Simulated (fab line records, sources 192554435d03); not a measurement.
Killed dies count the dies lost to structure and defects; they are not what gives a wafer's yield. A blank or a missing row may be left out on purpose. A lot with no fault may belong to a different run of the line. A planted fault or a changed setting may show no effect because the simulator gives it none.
Which tool did it? + flow n5Finfet + 11 lots, 33 wafers sampled, at 4 steps of a route of 1938

WHAT EACH GAUGE READ, for each wafer
N5_FIN_CUT_CD_MEAS_08 targets a cd of 29.1 nm.
| lot  | measured    | on       | cdNm (nm)         |
|------|-------------|----------|-------------------|
| L075 | day 2 10:17 | cdSem-01 | 29.27 29.48 29.41 |
| L077 | day 2 22:44 | cdSem-03 | 28.98 28.99 29.13 |
| L079 | day 3 08:18 | cdSem-03 | 29.47 29.04 29.31 |
| L081 | day 3 21:29 | cdSem-02 | 29.40 29.23 29.24 |
| L083 | day 4 08:30 | cdSem-02 | 29.16 29.54 29.08 |
| L085 | day 4 22:17 | cdSem-02 | 28.81 29.41 29.04 |
| L087 | day 5 10:07 | cdSem-02 | 29.29 29.70 28.99 |
| L090 | day 6 02:55 | cdSem-03 | 29.39 29.14 28.98 |
| L093 | day 6 21:58 | cdSem-03 | 29.01 29.13 29.15 |
| L095 | day 7 09:14 | cdSem-02 | 29.14 29.31 29.26 |
| L097 | day 7 22:14 | cdSem-02 | 29.36 28.98 29.10 |

EACH LOT AND THE TOOL THAT RAN IT (in order: tool; ch and the chambers of the sampled wafers; start)
| lot  | N5_FIN_SAQP_SPACER1_ALD_24      | N5_FIN_SAQP_RECESS_63            | N5_FIN_SAQP_SPACER2_ETCHBACK_29  |
|------|---------------------------------|----------------------------------|----------------------------------|
| L075 | aldSin-04 ch 1,2,3, day 2 06:32 | vaporEtch-02 ch 0,1, day 2 08:14 | rieDiel-02 ch 0,1,3, day 2 09:12 |
| L077 | aldSin-04 ch 0,1,3, day 2 19:13 | vaporEtch-01 ch 0,1, day 2 20:20 | rieDiel-02 ch 0,1,3, day 2 21:32 |
| L079 | aldSin-02 ch 0,1, day 3 04:40   | vaporEtch-01 ch 1, day 3 06:01   | rieDiel-02 ch 0,3, day 3 07:05   |
| L081 | aldSin-01 ch 0,1, day 3 17:38   | vaporEtch-02 ch 0,1, day 3 19:07 | rieDiel-02 ch 0,1,2, day 3 20:11 |
| L083 | aldSin-04 ch 0,3, day 4 04:43   | vaporEtch-01 ch 0,1, day 4 05:59 | rieDiel-05 ch 0,1, day 4 07:18   |
| L085 | aldSin-02 ch 0,1,3, day 4 18:48 | vaporEtch-02 ch 0,1, day 4 19:59 | rieDiel-02 ch 1,2,3, day 4 21:04 |
| L087 | aldSin-01 ch 1,2,3, day 5 04:20 | vaporEtch-01 ch 1, day 5 05:33   | rieDiel-04 ch 0,1,3, day 5 08:49 |
| L090 | aldSin-02 ch 0,1,2, day 5 23:26 | vaporEtch-01 ch 0,1, day 6 00:44 | rieDiel-05 ch 0,1, day 6 01:49   |
| L093 | aldSin-01 ch 0,1,3, day 6 18:13 | vaporEtch-01 ch 0,1, day 6 19:25 | rieDiel-05 ch 1,2,3, day 6 20:53 |
| L095 | aldSin-02 ch 0,3, day 7 05:38   | vaporEtch-01 ch 0,1, day 7 06:52 | rieDiel-02 ch 1,2, day 7 07:58   |
| L097 | aldSin-01 ch 1,2,3, day 7 18:13 | vaporEtch-01 ch 0,1, day 7 19:47 | rieDiel-02 ch 0,1, day 7 20:47   |
- N5_FIN_SAQP_SPACER1_ALD_24: deposits SiO2, target thk 20.3 nm, pulse time 1 s, purge time 2 s.
- N5_FIN_SAQP_RECESS_63: chemistry HF/NH3, target SiO2, target depth 18 nm, afs cycles 3, sublimation time 60 s.
- N5_FIN_SAQP_SPACER2_ETCHBACK_29: etches SiO2 in CHF3/O2, target depth 12.2 nm, time 6.1 s.

THE ANSWER, worked out from the rows above alone
Rule: the usual values come from the lots themselves. Put in order of their means at a reading, lots are off if they are a third of the lots or fewer, leave a main group of 4 or more, and stand apart from it by a gap of 3 or more times the standard deviation of the main group's means; of several such gaps the widest counts. A main group is skipped when, at the precision printed for the reading in the tables above, its means are all equal. Also off: a lot with no number at a reading for which 4 or more lots have one. The other lots that the step has rows for count as sound.
None of the lots is off at any reading shown; this tells nothing.

WHAT WAS PUT IN BY THE SIMULATOR
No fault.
